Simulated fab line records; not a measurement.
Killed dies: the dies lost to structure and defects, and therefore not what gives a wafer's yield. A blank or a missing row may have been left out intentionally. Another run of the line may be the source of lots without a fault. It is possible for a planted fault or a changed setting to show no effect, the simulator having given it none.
Matching of chambers | flow nand harc | NHARC_P_M2_PRE_CLEAN_32 on pecvd-02 has 3 sister chambers
The step time 12 s. 6 wafers are shown with their chamber, then 7 later ones without.

== WAFERS PAIRED WITH THEIR CHAMBERS ==
wafer  | chamber | heater power w (W)
L222.2 | 2       | 614
L228.6 | 0       | 650
L229.1 | 0       | 664
L229.5 | 1       | 789
L236.1 | 1       | 783
L236.2 | 2       | 620

== WAFERS WHOSE CHAMBER IS MISSING ==
wafer  | heater power w (W)
L236.3 | 646
L237.2 | 615
L237.4 | 610
L237.5 | 730
L238.3 | 631
L238.4 | 576
L238.6 | 630

== EACH ONE'S CHAMBER ==
wafer  | from the rows above     | in truth
L236.3 | 0                       | 0
L237.2 | 2                       | 2
L237.4 | 2                       | 2
L237.5 | 1                       | 1
L238.3 | can't be placed: 2 or 0 | 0
L238.4 | 2                       | 2
L238.6 | 2                       | 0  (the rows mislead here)
Placed correctly: 5 of 7. Can't be placed from these rows: 1 (the true chamber is among the candidates in 1). Number placed wrongly: 1.
How it was worked out, from the rows above alone: a wafer's distance from a chamber is the root of the sum, over the readings, of the square of ((its reading less the chamber's mean) divided by the reading's scatter). The wafer belongs to the nearest chamber; if the next one is less than 2 further off, it can't be placed. The mean given for a chamber averages the wafers shown for that chamber. How the scatter is found: for the shown wafers, subtract from each reading the mean of its chamber, square and add these, divide the total by (wafers less chambers), then take the root.
